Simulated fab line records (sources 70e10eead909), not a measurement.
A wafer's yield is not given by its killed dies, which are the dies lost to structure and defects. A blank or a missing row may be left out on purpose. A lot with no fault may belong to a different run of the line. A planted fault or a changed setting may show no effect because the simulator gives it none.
fab line records | flow nand_harc
record: lots: 24 | wafers: 72 | last_day: 24
route steps=1159 shown A_CONTACT@963 A_BLC@975 A_M0@1005 A_M1@1049 A_BONDPAD@1060
lots that met no fault: taken from a fault-free run of the same line
start_h: the number of hours between the record's first day and the start of the first shown wafer of the lot | wait_h: how many hours have passed since the lot's step before this one | " the same as in the row above | L1.1+2: a single row standing in for several wafers | - no value present, or no start provided | * or withheld: withheld | < > ~ a bound
route shown NAME@n: names a module that has steps shown in the file, with the first one's number in the route | usual: mean and standard deviation over wafers with no fault | same: alike in all rows | chamber/n: place in a boat | sites: the reading at each site | _std_site: standard deviation of those values | _edge_site: mean of outer sites minus mean of inner sites | radius_mm: how far each site lies from the wafer's centre | mask NAME#n: copy n | behind: the most recent tool/chamber to have shaped the wafer | hold: reason for holding the lot/hours on hold/outcome of the hold | device: names the non-switching transistor (n, p or np) | end of line: tests run on the same wafers once the route is complete | step lacking rows: just its recipe | killed: not the wafer's yield, but the dies lost to structure and defects at the first sort | map: per-die view of a wafer (x killed, . not killed, _ where there is no die)
set.NAME: setting as actually run; set.NAME@STEP: the setting as run at that earlier step | model.NAME: the simulator's own value behind a step, which no gauge read
the route's steps for a sample of lots (tables are steps, rows are wafers)
services: from which hour (start_h, from the record's first day; less than 0 if before it) a tool's chamber was out of use, for how many hours, and why
== steps ==
step: NHARC_A_CONTACT_INSPECT_23
usual: raw_defect_count: 404/100
lot.wafer | tool              | chamber | start_h | wait_h | raw_defect_count
L075.1    | defect_inspect-01 | -       | 390.44  | 0.1    | 334
L075.3    | "                 | -       | "       | "      | 466
L075.4    | "                 | -       | "       | "      | 377
L074.1    | defect_inspect-01 | -       | 391.93  | 0.1    | 356
L074.5    | "                 | -       | "       | "      | 541
L074.6    | "                 | -       | "       | "      | 369
L076.2    | defect_inspect-02 | -       | 392.68  | 0.1    | 576
L076.4    | "                 | -       | "       | "      | 360
L076.5    | "                 | -       | "       | "      | 323
L077.1    | defect_inspect-02 | -       | 397.57  | 0.1    | 257
L077.5    | "                 | -       | "       | "      | 272
L077.6    | "                 | -       | "       | "      | 376
L078.3    | defect_inspect-02 | -       | 414.37  | 0.1    | 436
L078.4    | "                 | -       | "       | "      | 360
L078.6    | "                 | -       | "       | "      | 353
L080.2    | defect_inspect-01 | -       | 432.66  | 0.1    | 310
L080.5    | "                 | -       | "       | "      | 384
L080.6    | "                 | -       | "       | "      | 284
L079.1    | defect_inspect-02 | -       | 433.41  | 0.1    | 280
L079.2    | "                 | -       | "       | "      | 490
L079.3    | "                 | -       | "       | "      | 383
L083.2    | defect_inspect-02 | -       | 440.27  | 0.1    | 496
L083.3    | "                 | -       | "       | "      | 342
L083.6    | "                 | -       | "       | "      | 472
L082.1    | defect_inspect-02 | -       | 441.42  | 0.1    | 400
L082.3    | "                 | -       | "       | "      | 369
L082.5    | "                 | -       | "       | "      | 389
L081.3    | defect_inspect-02 | -       | 442.58  | 0.1    | 306
L081.4    | "                 | -       | "       | "      | 360
L081.5    | "                 | -       | "       | "      | 363
L084.3    | defect_inspect-01 | -       | 447.64  | 0.1    | 518
L084.4    | "                 | -       | "       | "      | 622
L084.6    | "                 | -       | "       | "      | 365
L085.3    | defect_inspect-01 | -       | 459.69  | 0.1    | 504
L085.5    | "                 | -       | "       | "      | 450
L085.6    | "                 | -       | "       | "      | 461
L086.1    | defect_inspect-02 | -       | 463.29  | 0.1    | 348
L086.3    | "                 | -       | "       | "      | 383
L086.6    | "                 | -       | "       | "      | 602
L087.3    | defect_inspect-01 | -       | 468.32  | 0.1    | 452
L087.5    | "                 | -       | "       | "      | 444
L087.6    | "                 | -       | "       | "      | 423
L089.1    | defect_inspect-01 | -       | 483.97  | 0.1    | 734
L089.4    | "                 | -       | "       | "      | 315
L089.5    | "                 | -       | "       | "      | 436
L091.2    | defect_inspect-01 | -       | 496.91  | 0.1    | 295
L091.4    | "                 | -       | "       | "      | 252
L091.6    | "                 | -       | "       | "      | 364
L088.1    | defect_inspect-02 | -       | 498.22  | 0.1    | 310
L088.3    | "                 | -       | "       | "      | 316
L088.4    | "                 | -       | "       | "      | 469
L090.2    | defect_inspect-01 | -       | 500.84  | 0.1    | 282
L090.4    | "                 | -       | "       | "      | 301
L090.6    | "                 | -       | "       | "      | 449
L093.1    | defect_inspect-02 | -       | 503.21  | 0.1    | 487
L093.2    | "                 | -       | "       | "      | 297
L093.6    | "                 | -       | "       | "      | 332
L092.2    | defect_inspect-02 | -       | 503.51  | 0.1    | 351
L092.3    | "                 | -       | "       | "      | 448
L092.5    | "                 | -       | "       | "      | 436
L096.2    | defect_inspect-02 | -       | 512.35  | 0.1    | 522
L096.5    | "                 | -       | "       | "      | 372
L096.6    | "                 | -       | "       | "      | 701
L094.4    | defect_inspect-01 | -       | 513.42  | 0.1    | 382
L094.5    | "                 | -       | "       | "      | 519
L094.6    | "                 | -       | "       | "      | 390
L095.2    | defect_inspect-02 | -       | 519.39  | 0.1    | 473
L095.3    | "                 | -       | "       | "      | 290
L095.6    | "                 | -       | "       | "      | 465
L097.3    | defect_inspect-01 | -       | 531.44  | 0.1    | 393
L097.4    | "                 | -       | "       | "      | 300
L097.5    | "                 | -       | "       | "      | 387
step: NHARC_A_BLC_OVL_MEAS_11
usual: overlay_x_nm: -0.1/0.83 | overlay_y_nm: -0.2/0.82
lot.wafer | tool       | chamber | start_h | wait_h | overlay_x_nm | overlay_y_nm
L075.1    | overlay-02 | -       | 390.91  | -      | -0.7         | -0.9
L075.3    | "          | -       | "       | "      | -0.8         | -1.3
L075.4    | "          | -       | "       | "      | -0.9         | -1.2
L074.1    | overlay-01 | -       | 392.52  | -      | 0.6          | -1.2
L074.5    | "          | -       | "       | "      | 0.4          | -1.6
L074.6    | "          | -       | "       | "      | 0.6          | -1.1
L076.2    | overlay-01 | -       | 393.27  | -      | 0.3          | -0.6
L076.4    | "          | -       | "       | "      | 0.0          | -1.0
L076.5    | "          | -       | "       | "      | 0.3          | 0.0
L077.1    | overlay-01 | -       | 398.17  | -      | -1.4         | -0.4
L077.5    | "          | -       | "       | "      | -1.6         | -0.5
L077.6    | "          | -       | "       | "      | -1.9         | -0.7
L078.3    | overlay-01 | -       | 414.84  | -      | 0.1          | -0.4
L078.4    | "          | -       | "       | "      | 1.1          | -0.3
L078.6    | "          | -       | "       | "      | 0.2          | -0.7
L080.2    | overlay-02 | -       | 433.26  | -      | -0.7         | -1.0
L080.5    | "          | -       | "       | "      | -0.1         | -0.7
L080.6    | "          | -       | "       | "      | -0.3         | -0.9
L079.1    | overlay-01 | -       | 434.01  | -      | 0.1          | 1.1
L079.2    | "          | -       | "       | "      | -0.8         | 1.4
L079.3    | "          | -       | "       | "      | 0.1          | 1.5
L083.2    | overlay-02 | -       | 440.87  | -      | 0.4          | 0.2
L083.3    | "          | -       | "       | "      | 0.6          | 0.0
L083.6    | "          | -       | "       | "      | 0.2          | 0.7
L082.1    | overlay-01 | -       | 441.89  | -      | -1.1         | -0.3
L082.3    | "          | -       | "       | "      | -1.3         | -0.4
L082.5    | "          | -       | "       | "      | -0.8         | 0.2
L081.3    | overlay-01 | -       | 443.06  | -      | 1.5          | 0.7
L081.4    | "          | -       | "       | "      | 1.2          | 0.6
L081.5    | "          | -       | "       | "      | 1.3          | 1.3
L084.3    | overlay-02 | -       | 448.24  | -      | -0.6         | -1.7
L084.4    | "          | -       | "       | "      | -0.9         | -1.1
L084.6    | "          | -       | "       | "      | -0.8         | -1.6
L085.3    | overlay-02 | -       | 460.29  | -      | -0.3         | -0.4
L085.5    | "          | -       | "       | "      | -0.8         | -0.2
L085.6    | "          | -       | "       | "      | -1.2         | -0.5
L086.1    | overlay-01 | -       | 463.89  | -      | 0.7          | 0.6
L086.3    | "          | -       | "       | "      | 0.4          | 0.6
L086.6    | "          | -       | "       | "      | 0.8          | 0.8
L087.3    | overlay-01 | -       | 468.91  | -      | -0.1         | 0.8
L087.5    | "          | -       | "       | "      | 0.1          | 1.3
L087.6    | "          | -       | "       | "      | 0.2          | 1.5
L089.1    | overlay-02 | -       | 484.57  | -      | -0.7         | 1.2
L089.4    | "          | -       | "       | "      | -0.8         | 0.7
L089.5    | "          | -       | "       | "      | 0.0          | 0.6
L091.2    | overlay-02 | -       | 497.51  | -      | 0.8          | -1.2
L091.4    | "          | -       | "       | "      | 0.8          | -1.0
L091.6    | "          | -       | "       | "      | -0.1         | -1.2
L088.1    | overlay-01 | -       | 498.82  | -      | -0.4         | 0.1
L088.3    | "          | -       | "       | "      | 0.0          | 0.4
L088.4    | "          | -       | "       | "      | 0.2          | 0.2
L090.2    | overlay-01 | -       | 501.43  | -      | 0.0          | -0.9
L090.4    | "          | -       | "       | "      | -0.1         | -1.2
L090.6    | "          | -       | "       | "      | 0.1          | -1.8
L093.1    | overlay-01 | -       | 503.81  | -      | 0.3          | 0.8
L093.2    | "          | -       | "       | "      | 0.5          | 0.3
L093.6    | "          | -       | "       | "      | 0.9          | 0.7
L092.2    | overlay-02 | -       | 504.11  | -      | 0.0          | -0.5
L092.3    | "          | -       | "       | "      | -0.2         | -0.3
L092.5    | "          | -       | "       | "      | -0.2         | 0.0
L096.2    | overlay-02 | -       | 512.94  | -      | 0.0          | 1.1
L096.5    | "          | -       | "       | "      | 0.4          | 0.8
L096.6    | "          | -       | "       | "      | -0.2         | 0.7
L094.4    | overlay-01 | -       | 513.89  | -      | -0.7         | 0.1
L094.5    | "          | -       | "       | "      | -1.0         | -0.2
L094.6    | "          | -       | "       | "      | -0.6         | -0.1
L095.2    | overlay-01 | -       | 519.86  | -      | 1.0          | -1.3
L095.3    | "          | -       | "       | "      | 1.4          | -2.0
L095.6    | "          | -       | "       | "      | 0.4          | -1.3
L097.3    | overlay-01 | -       | 531.91  | -      | -1.5         | -1.0
L097.4    | "          | -       | "       | "      | -1.9         | -0.7
L097.5    | "          | -       | "       | "      | -1.5         | -0.6
step: NHARC_A_M0_OVL_MEAS_10
recipe: pitch_nm: 160
usual: overlay_x_nm: 0.1/0.7 | overlay_y_nm: 0.1/0.78
lot.wafer | tool       | chamber | start_h | wait_h | overlay_x_nm | overlay_y_nm
L075.1    | overlay-02 | -       | 397.92  | -      | 0.0          | 0.6
L075.3    | "          | -       | "       | "      | 0.4          | 1.2
L075.4    | "          | -       | "       | "      | 0.7          | 1.6
L074.1    | overlay-01 | -       | 402.54  | -      | 0.7          | 0.4
L074.5    | "          | -       | "       | "      | 0.1          | 0.0
L074.6    | "          | -       | "       | "      | 0.6          | 0.3
L076.2    | overlay-02 | -       | 403.75  | -      | -0.4         | -0.5
L076.4    | "          | -       | "       | "      | 0.0          | -0.1
L076.5    | "          | -       | "       | "      | -1.1         | -0.8
L077.1    | overlay-01 | -       | 408.03  | -      | 0.5          | -1.2
L077.5    | "          | -       | "       | "      | 0.0          | -0.9
L077.6    | "          | -       | "       | "      | 0.2          | -0.3
L078.3    | overlay-02 | -       | 419.18  | -      | 0.0          | 0.0
L078.4    | "          | -       | "       | "      | 0.5          | -0.2
L078.6    | "          | -       | "       | "      | 0.2          | 0.4
L080.2    | overlay-01 | -       | 440.45  | -      | -0.5         | 0.3
L080.5    | "          | -       | "       | "      | -0.5         | 0.5
L080.6    | "          | -       | "       | "      | -0.5         | 0.4
L079.1    | overlay-02 | -       | 441.76  | -      | -0.5         | 0.8
L079.2    | "          | -       | "       | "      | -0.9         | 0.7
L079.3    | "          | -       | "       | "      | -0.1         | 0.7
L083.2    | overlay-02 | -       | 444.81  | -      | -0.3         | -1.5
L083.3    | "          | -       | "       | "      | -0.1         | -1.1
L083.6    | "          | -       | "       | "      | -0.4         | -1.0
L082.1    | overlay-02 | -       | 445.96  | -      | -0.8         | 0.9
L082.3    | "          | -       | "       | "      | -0.6         | 0.6
L082.5    | "          | -       | "       | "      | -1.0         | 0.3
L081.3    | overlay-02 | -       | 447.24  | -      | 1.7          | -0.3
L081.4    | "          | -       | "       | "      | 1.0          | -0.3
L081.5    | "          | -       | "       | "      | 1.0          | -0.1
L084.3    | overlay-02 | -       | 453.92  | -      | 0.3          | 1.1
L084.4    | "          | -       | "       | "      | -0.8         | 1.5
L084.6    | "          | -       | "       | "      | 0.1          | 1.0
L085.3    | overlay-01 | -       | 470.10  | -      | 0.1          | 0.5
L085.5    | "          | -       | "       | "      | 0.2          | -0.1
L085.6    | "          | -       | "       | "      | 0.1          | 0.3
L086.1    | overlay-02 | -       | 470.25  | -      | 1.3          | 0.9
L086.3    | "          | -       | "       | "      | 1.4          | 1.3
L086.6    | "          | -       | "       | "      | 1.0          | 0.4
L087.3    | overlay-01 | -       | 476.19  | -      | 1.1          | -1.0
L087.5    | "          | -       | "       | "      | 1.2          | -1.3
L087.6    | "          | -       | "       | "      | 0.2          | -0.7
L089.1    | overlay-02 | -       | 498.17  | -      | 0.7          | -0.3
L089.4    | "          | -       | "       | "      | 0.9          | -1.0
L089.5    | "          | -       | "       | "      | 0.1          | -1.0
L091.2    | overlay-01 | -       | 503.29  | -      | 0.6          | -0.5
L091.4    | "          | -       | "       | "      | 0.3          | -0.4
L091.6    | "          | -       | "       | "      | 0.3          | -0.8
L088.1    | overlay-02 | -       | 503.72  | -      | 0.3          | 0.2
L088.3    | "          | -       | "       | "      | 0.7          | 0.2
L088.4    | "          | -       | "       | "      | 0.5          | 0.3
L090.2    | overlay-02 | -       | 505.45  | -      | -0.7         | 1.2
L090.4    | "          | -       | "       | "      | -0.8         | 0.7
L090.6    | "          | -       | "       | "      | -0.9         | 1.2
L093.1    | overlay-01 | -       | 507.84  | -      | 0.0          | -1.1
L093.2    | "          | -       | "       | "      | 0.0          | -0.6
L093.6    | "          | -       | "       | "      | 0.2          | -1.0
L092.2    | overlay-01 | -       | 508.15  | -      | -0.5         | 0.4
L092.3    | "          | -       | "       | "      | 0.4          | 1.2
L092.5    | "          | -       | "       | "      | 0.0          | 0.4
L096.2    | overlay-02 | -       | 518.36  | -      | 1.3          | -0.4
L096.5    | "          | -       | "       | "      | 1.4          | -0.5
L096.6    | "          | -       | "       | "      | 0.8          | -0.4
L094.4    | overlay-02 | -       | 527.74  | -      | -1.0         | 1.0
L094.5    | "          | -       | "       | "      | -1.4         | 1.1
L094.6    | "          | -       | "       | "      | -1.8         | 0.5
L095.2    | overlay-01 | -       | 528.24  | -      | 0.3          | -1.9
L095.3    | "          | -       | "       | "      | 0.3          | -1.2
L095.6    | "          | -       | "       | "      | 0.4          | -1.1
L097.3    | overlay-02 | -       | 535.97  | -      | 0.8          | 0.3
L097.4    | "          | -       | "       | "      | 0.9          | 0.3
L097.5    | "          | -       | "       | "      | 0.5          | 0.7
step: NHARC_A_M1_PVD_21
recipe: target_thk_a: 300 | chamber_pressure_pa: 5 | power_w: 5000 | substrate_temp_c: 30 | time_s: 20.49 | material: Cu
usual: throttle_valve_pct: 30.5/0.78
same: time_s: 20.49
lot.wafer | tool           | chamber | start_h | wait_h | throttle_valve_pct
L075.1    | pvd_sputter-01 | -       | -       | -      | 30.9
L075.4    | "              | -       | "       | "      | 30.7
L075.3    | "              | -       | "       | "      | 31.6
L074.1    | pvd_sputter-01 | -       | -       | -      | 30.8
L074.5    | "              | -       | "       | "      | 30.5
L074.6    | "              | -       | "       | "      | 31.8
L076.4    | pvd_sputter-03 | -       | -       | -      | 29.5
L076.2    | "              | -       | "       | "      | 30.2
L076.5    | "              | -       | "       | "      | 30.2
L077.1    | pvd_sputter-01 | -       | -       | -      | 31.5
L077.5    | "              | -       | "       | "      | 32.0
L077.6    | "              | -       | "       | "      | 30.9
L078.4    | pvd_sputter-03 | -       | -       | -      | 29.8
L078.3    | "              | -       | "       | "      | 30.0
L078.6    | "              | -       | "       | "      | 30.4
L080.2    | pvd_sputter-02 | -       | -       | -      | 29.4
L080.5    | "              | -       | "       | "      | 30.4
L080.6    | "              | -       | "       | "      | 30.3
L079.1    | pvd_sputter-03 | -       | -       | -      | 29.4
L079.2    | "              | -       | "       | "      | 30.0
L079.3    | "              | -       | "       | "      | 29.8
L083.3    | pvd_sputter-02 | -       | -       | -      | 30.4
L083.2    | "              | -       | "       | "      | 30.3
L083.6    | "              | -       | "       | "      | 30.3
L082.1    | pvd_sputter-01 | -       | -       | -      | 30.6
L082.3    | "              | -       | "       | "      | 31.8
L082.5    | "              | -       | "       | "      | 30.5
L081.3    | pvd_sputter-02 | -       | -       | -      | 30.6
L081.4    | "              | -       | "       | "      | 29.3
L081.5    | "              | -       | "       | "      | 30.2
L084.4    | pvd_sputter-01 | -       | -       | -      | 30.6
L084.3    | "              | -       | "       | "      | 31.4
L084.6    | "              | -       | "       | "      | 31.6
L085.3    | pvd_sputter-03 | -       | -       | -      | 29.9
L085.6    | "              | -       | "       | "      | 29.4
L085.5    | "              | -       | "       | "      | 29.8
L086.3    | pvd_sputter-02 | -       | -       | -      | 30.6
L086.1    | "              | -       | "       | "      | 31.7
L086.6    | "              | -       | "       | "      | 30.8
L087.3    | pvd_sputter-02 | -       | -       | -      | 30.4
L087.5    | "              | -       | "       | "      | 30.1
L087.6    | "              | -       | "       | "      | 29.2
L089.1    | pvd_sputter-01 | -       | -       | -      | 31.6
L089.4    | "              | -       | "       | "      | 30.6
L089.5    | "              | -       | "       | "      | 30.7
L091.2    | pvd_sputter-02 | -       | -       | -      | 30.0
L091.4    | "              | -       | "       | "      | 31.6
L091.6    | "              | -       | "       | "      | 29.2
L088.3    | pvd_sputter-02 | -       | -       | -      | 29.4
L088.1    | "              | -       | "       | "      | 30.5
L088.4    | "              | -       | "       | "      | 30.4
L090.2    | pvd_sputter-01 | -       | -       | -      | 30.8
L090.4    | "              | -       | "       | "      | 31.2
L090.6    | "              | -       | "       | "      | 31.5
L093.2    | pvd_sputter-01 | -       | -       | -      | 31.8
L093.1    | "              | -       | "       | "      | 30.9
L093.6    | "              | -       | "       | "      | 31.3
L092.3    | pvd_sputter-03 | -       | -       | -      | 29.5
L092.2    | "              | -       | "       | "      | 30.3
L092.5    | "              | -       | "       | "      | 29.7
L096.2    | pvd_sputter-02 | -       | -       | -      | 31.4
L096.6    | "              | -       | "       | "      | 31.2
L096.5    | "              | -       | "       | "      | 30.4
L094.4    | pvd_sputter-01 | -       | -       | -      | 31.1
L094.6    | "              | -       | "       | "      | 30.9
L094.5    | "              | -       | "       | "      | 31.0
L095.2    | pvd_sputter-03 | -       | -       | -      | 29.7
L095.3    | "              | -       | "       | "      | 30.0
L095.6    | "              | -       | "       | "      | 29.6
L097.4    | pvd_sputter-02 | -       | -       | -      | 30.3
L097.3    | "              | -       | "       | "      | 30.6
L097.5    | "              | -       | "       | "      | 29.5
step: NHARC_A_M1_DEP_33
recipe: target_thk_a: 300 | temp_c: 370 | target_thk_nm: 30 | pressure_torr: 3 | flow_sccm: 200 | rf_w: 450 | material: SiCN
usual: heater_power_w: 611/100 | showerhead_vpp_V: 1331/63
lot.wafer | tool     | chamber | start_h | wait_h | heater_power_w | showerhead_vpp_V
L075.3    | pecvd-04 | 1       | 405.65  | 0.1    | 635            | 1369
L075.1    | "        | 2       | "       | "      | 503            | 1317
L075.4    | "        | 1       | "       | "      | 650            | 1383
L074.1    | pecvd-04 | 1       | 409.95  | 0.1    | 599            | 1353
L074.5    | "        | 1       | "       | "      | 598            | 1373
L074.6    | "        | 2       | "       | "      | 516            | 1304
L076.2    | pecvd-03 | 0       | 410.88  | 0.1    | 526            | 1253
L076.4    | "        | 2       | "       | "      | 508            | 1512
L076.5    | "        | 1       | "       | "      | 591            | 1220
L077.1    | pecvd-01 | 2       | 416.03  | 0.1    | 729            | 1324
L077.6    | "        | 0       | "       | "      | 747            | 1410
L077.5    | "        | 2       | "       | "      | 743            | 1327
L078.3    | pecvd-03 | 1       | 426.80  | 0.1    | 609            | 1239
L078.6    | "        | 1       | "       | "      | 613            | 1226
L078.4    | "        | 0       | "       | "      | 564            | 1240
L080.2    | pecvd-01 | 1       | 447.80  | 0.1    | 645            | 1298
L080.5    | "        | 1       | "       | "      | 644            | 1294
L080.6    | "        | 2       | "       | "      | 699            | 1339
L079.3    | pecvd-01 | 2       | 448.50  | 0.1    | 678            | 1360
L079.1    | "        | 0       | "       | "      | 787            | 1409
L079.2    | "        | 1       | "       | "      | 619            | 1289
L083.2    | pecvd-04 | 0       | 452.00  | 0.1    | 495            | 1278
L083.3    | "        | 0       | "       | "      | 490            | 1288
L083.6    | "        | 2       | "       | "      | 429            | 1322
L082.3    | pecvd-01 | 1       | 453.61  | 0.1    | 547            | 1320
L082.1    | "        | 2       | "       | "      | 722            | 1339
L082.5    | "        | 2       | "       | "      | 740            | 1323
L081.3    | pecvd-01 | 2       | 454.68  | 0.1    | 725            | 1316
L081.4    | "        | 1       | "       | "      | 646            | 1313
L081.5    | "        | 2       | "       | "      | 711            | 1307
L084.3    | pecvd-01 | 0       | 461.14  | 0.1    | 792            | 1367
L084.4    | "        | 0       | "       | "      | 778            | 1411
L084.6    | "        | 1       | "       | "      | 669            | 1313
L085.3    | pecvd-01 | 0       | 477.48  | 0.1    | 748            | 1415
L085.5    | "        | 0       | "       | "      | 744            | 1405
L085.6    | "        | 1       | "       | "      | 652            | 1317
L086.1    | pecvd-04 | 1       | 477.84  | 0.1    | 593            | 1374
L086.3    | "        | 2       | "       | "      | 516            | 1340
L086.6    | "        | 0       | "       | "      | 543            | 1290
L087.3    | pecvd-01 | 1       | 483.32  | 0.1    | 583            | 1299
L087.6    | "        | 0       | "       | "      | 805            | 1373
L087.5    | "        | 1       | "       | "      | 604            | 1292
L089.1    | pecvd-04 | 0       | 505.07  | 0.1    | 559            | 1287
L089.5    | "        | 2       | "       | "      | 514            | 1287
L089.4    | "        | 1       | "       | "      | 648            | 1373
L091.2    | pecvd-03 | 2       | 510.29  | 0.1    | 497            | 1498
L091.4    | "        | 0       | "       | "      | 631            | 1260
L091.6    | "        | 1       | "       | "      | 645            | 1231
L088.3    | pecvd-04 | 1       | 510.77  | 0.1    | 610            | 1354
L088.1    | "        | 2       | "       | "      | 499            | 1301
L088.4    | "        | 0       | "       | "      | 477            | 1274
L090.2    | pecvd-04 | 2       | 512.42  | 0.1    | 464            | 1304
L090.6    | "        | 1       | "       | "      | 614            | 1342
L090.4    | "        | 2       | "       | "      | 465            | 1322
L093.2    | pecvd-03 | 1       | 515.03  | 0.1    | 617            | 1214
L093.1    | "        | 0       | "       | "      | 675            | 1253
L093.6    | "        | 1       | "       | "      | 593            | 1231
L092.2    | pecvd-04 | 0       | 515.32  | 0.1    | 569            | 1260
L092.3    | "        | 2       | "       | "      | 525            | 1315
L092.5    | "        | 1       | "       | "      | 649            | 1378
L096.2    | pecvd-01 | 2       | 525.40  | 0.1    | 629            | 1300
L096.5    | "        | 0       | "       | "      | 812            | 1408
L096.6    | "        | 1       | "       | "      | 561            | 1296
L094.4    | pecvd-04 | 2       | 535.88  | 0.2    | 464            | 1321
L094.5    | "        | 0       | "       | "      | 519            | 1283
L094.6    | "        | 1       | "       | "      | 635            | 1395
L095.2    | pecvd-01 | 0       | 535.97  | 0.1    | 758            | 1394
L095.3    | "        | 2       | "       | "      | 625            | 1323
L095.6    | "        | 1       | "       | "      | 568            | 1314
L097.3    | pecvd-04 | 0       | 542.97  | 0.1    | 511            | 1274
L097.5    | "        | 1       | "       | "      | 563            | 1399
L097.4    | "        | 0       | "       | "      | 501            | 1270
step: NHARC_A_BONDPAD_CMP_29
recipe: target_thk_nm: 200 | material: SiCN
usual: motor_current_A: 12.3/1.1
lot.wafer | tool   | chamber | start_h | wait_h | motor_current_A
L075.1    | cmp-04 | 1       | 406.64  | -      | 12.8
L075.3    | "      | 2       | "       | "      | 12.2
L075.4    | "      | 0       | "       | "      | 12.6
L074.1    | cmp-04 | 1       | 410.97  | -      | 12.7
L074.6    | "      | 3       | "       | "      | 12.5
L074.5    | "      | 0       | "       | "      | 13.2
L076.4    | cmp-01 | 2       | 411.86  | -      | 9.5
L076.2    | "      | 3       | "       | "      | 12.9
L076.5    | "      | 1       | "       | "      | 12.1
L077.1    | cmp-04 | 1       | 417.37  | -      | 12.6
L077.6    | "      | 3       | "       | "      | 13.1
L077.5    | "      | 0       | "       | "      | 13.8
L078.4    | cmp-03 | 2       | 427.88  | -      | 12.6
L078.3    | "      | 0       | "       | "      | 12.3
L078.6    | "      | 1       | "       | "      | 12.9
L080.2    | cmp-04 | 0       | 448.95  | 0.4    | 13.3
L080.5    | "      | 3       | "       | "      | 12.4
L080.6    | "      | 0       | "       | "      | 13.1
L079.3    | cmp-03 | 3       | 449.47  | -      | 13.1
L079.1    | "      | 0       | "       | "      | 12.8
L079.2    | "      | 2       | "       | "      | 12.5
L083.3    | cmp-04 | 1       | 453.28  | 0.3    | 12.9
L083.2    | "      | 2       | "       | "      | 11.8
L083.6    | "      | 3       | "       | "      | 13.6
L082.3    | cmp-03 | 3       | 454.55  | -      | 13.4
L082.1    | "      | 1       | "       | "      | 13.4
L082.5    | "      | 3       | "       | "      | 12.8
L081.3    | cmp-04 | 1       | 455.56  | -      | 12.9
L081.4    | "      | 2       | "       | "      | 11.8
L081.5    | "      | 1       | "       | "      | 13.6
L084.3    | cmp-01 | 3       | 462.06  | -      | 13.0
L084.4    | "      | 2       | "       | "      | 9.8
L084.6    | "      | 0       | "       | "      | 11.8
L085.3    | cmp-01 | 1       | 478.48  | -      | 12.6
L085.6    | "      | 2       | "       | "      | 9.7
L085.5    | "      | 3       | "       | "      | 13.2
L086.3    | cmp-03 | 1       | 478.75  | -      | 13.3
L086.1    | "      | 0       | "       | "      | 13.3
L086.6    | "      | 2       | "       | "      | 12.2
L087.3    | cmp-01 | 1       | 484.31  | -      | 12.4
L087.6    | "      | 2       | "       | "      | 9.8
L087.5    | "      | 3       | "       | "      | 12.0
L089.1    | cmp-01 | 0       | 505.99  | -      | 11.6
L089.4    | "      | 3       | "       | "      | 12.8
L089.5    | "      | 1       | "       | "      | 13.4
L091.4    | cmp-01 | 3       | 511.25  | -      | 12.4
L091.2    | "      | 0       | "       | "      | 10.4
L091.6    | "      | 3       | "       | "      | 13.0
L088.3    | cmp-03 | 3       | 511.72  | -      | 13.5
L088.1    | "      | 1       | "       | "      | 12.2
L088.4    | "      | 2       | "       | "      | 12.1
L090.2    | cmp-04 | 2       | 513.39  | -      | 11.4
L090.4    | "      | 3       | "       | "      | 12.1
L090.6    | "      | 0       | "       | "      | 12.6
L093.2    | cmp-04 | 3       | 516.01  | -      | 12.9
L093.1    | "      | 1       | "       | "      | 12.4
L093.6    | "      | 2       | "       | "      | 11.9
L092.2    | cmp-03 | 2       | 516.28  | -      | 13.0
L092.3    | "      | 3       | "       | "      | 13.1
L092.5    | "      | 2       | "       | "      | 12.3
L096.2    | cmp-04 | 1       | 526.39  | -      | 13.1
L096.6    | "      | 0       | "       | "      | 12.6
L096.5    | "      | 1       | "       | "      | 13.3
L094.4    | cmp-01 | 0       | 536.78  | -      | 11.2
L094.6    | "      | 1       | "       | "      | 14.2
L094.5    | "      | 2       | "       | "      | 9.6
L095.3    | cmp-04 | 3       | 536.97  | -      | 12.5
L095.2    | "      | 1       | "       | "      | 12.3
L095.6    | "      | 2       | "       | "      | 11.7
L097.4    | cmp-01 | 2       | 543.98  | 0.3    | 9.5
L097.3    | "      | 0       | "       | "      | 12.0
L097.5    | "      | 2       | "       | "      | 9.2
== services ==
tool           | chamber | start_h | hours | kind
cmp-03         | -       | 382.34  | 0.8   | repair
pvd_sputter-01 | -       | 382.88  | 1.3   | repair
cmp-03         | -       | 387.47  | 4.0   | repair
pvd_sputter-02 | -       | 392.01  | 10.0  | pm
pvd_sputter-01 | -       | 393.47  | 2.3   | repair
pecvd-01       | -       | 393.52  | 1.6   | repair
cmp-04         | -       | 400.15  | 4.0   | pm
pvd_sputter-02 | -       | 402.48  | 1.8   | repair
cmp-03         | -       | 405.59  | 4.0   | pm
pecvd-01       | -       | 418.06  | 13.0  | pm
pvd_sputter-03 | -       | 430.50  | 1.2   | repair
cmp-01         | -       | 437.60  | 5.6   | repair
pecvd-04       | 1       | 442.11  | 17.3  | repair
cmp-03         | -       | 443.60  | 0.5   | repair
pvd_sputter-03 | -       | 458.00  | 10.0  | pm
cmp-03         | -       | 465.08  | 2.7   | repair
cmp-01         | -       | 473.52  | 4.0   | pm
pecvd-03       | -       | 473.61  | 13.0  | pm
cmp-04         | -       | 478.00  | 1.6   | repair
cmp-01         | -       | 481.02  | 2.6   | repair
pecvd-04       | 1       | 490.45  | 14.1  | repair
cmp-04         | -       | 498.15  | 4.0   | pm
cmp-03         | -       | 503.59  | 4.0   | pm
pvd_sputter-01 | -       | 514.05  | 10.0  | pm
== key ==
fault none
